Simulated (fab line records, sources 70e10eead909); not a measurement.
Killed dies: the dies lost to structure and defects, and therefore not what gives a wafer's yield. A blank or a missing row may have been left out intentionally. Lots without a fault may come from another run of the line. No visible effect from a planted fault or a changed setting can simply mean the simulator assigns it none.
Problem report in the 8D (eight disciplines) form, filled by code || flow nand_harc || the parts of the form that need people (team, actions taken, sign-off) are left out

== 1. THE ISSUE ==
Mean of thk_nm at NHARC_A_ONON_D1_THK_MEAS_24: 1462 nm across 6 wafers in 2 lots; on wafers with no fault it is 999 nm (standard deviation 9). Measured from the usual mean, that is +51 standard deviations.
The step: measures by ellipsometry.
Seen first at day 15 13:18 on film_metro-01, wafer L663.1. Wafers with a number at this step in the record: 39, from 13 lots. Rule for "out", or "out of limits": more than 4 standard deviations from the usual mean. The rest of the wafers with a number are treated as sound.

== 2. WHAT IT IS; WHAT IT IS NOT ==
{"question": "which readings at this step", "is": "thk_nm", "is not": "-"}
{"question": "which lots", "is": "L663, L664", "is not": "L645, L646, L647, L648, L651, L652, L656, L657, L661, L665, L668"}
{"question": "which wafers of those lots", "is": "all that have a number", "is not": "-"}
{"question": "read on which gauges", "is": "film_metro-01, film_metro-02", "is not": "-"}
{"question": "when", "is": "from day 15 13:18", "is not": "up to then (27 sound wafers); but 6 sound wafers of L665, L668 came after"}

== 3. WHAT RULES OUT EACH SUSPECT ==
Counting: any tool at a process step up to the reading is kept as a suspect provided that every lot that is out went through it and no sound lot did after the first of them.
- the gauge at NHARC_A_ONON_D1_THK_MEAS_24 has been ruled out. 2 gauges (film_metro-01, film_metro-02) read the wafers that are out.
- pecvd_onon-03 at NHARC_A_ONON_D1_DEP_22 (target thk 1000 nm): kept. It processed each lot that is out, first L663 at day 15 12:47, and no sound lot thereafter; up to then, the last sound lot it processed was L656 at day 12 23:18.
Left after counting: pecvd_onon-03 at NHARC_A_ONON_D1_DEP_22.

== 4. THE CAUSE (what the simulator had put in) ==
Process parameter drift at NHARC_A_ONON_D1_DEP_22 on pecvd_onon-03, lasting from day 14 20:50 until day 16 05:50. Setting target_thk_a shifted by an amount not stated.
This tool alone remained once counting was done.

== 5. THE EFFECT CHAIN, in route order ==
Each row: a reading where the mean over the struck wafers with a number is more than 3 standard deviations away from the usual. Only readings for which the record gives a usual standard deviation are gone through. hours: the time from each lot's start at the first step in this table that gives one to its start at this step, as a median over the lots. sigmas: the change in usual standard deviations.
{"hours": 0, "step": "NHARC_A_ONON_D1_THK_MEAS_24", "reading": "thk_nm", "usual": "999 nm", "on struck wafers": 1462, "change": "+463", "sigmas": "+51"}
{"hours": 387, "step": "NHARC_END_SORT_01", "reading": "killed_at_array", "usual": 54, "on struck wafers": 670, "change": "+616", "sigmas": "+38"}
{"hours": 387, "step": "NHARC_END_SORT_01", "reading": "killed_dies", "usual": 58, "on struck wafers": 677, "change": "+619", "sigmas": "+39"}

== 6. WHAT WOULD HAVE CAUGHT IT SOONER ==
Counted from the fault's start at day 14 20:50, it took 16 hours until the first out-of-limits reading at a measuring or inspecting step in this record, taken at day 15 13:18.
Of the lots that are out (2), L664 began NHARC_A_ONON_D1_DEP_22 on pecvd_onon-03 after day 15 13:18. Holding the tool at that time would have saved it.
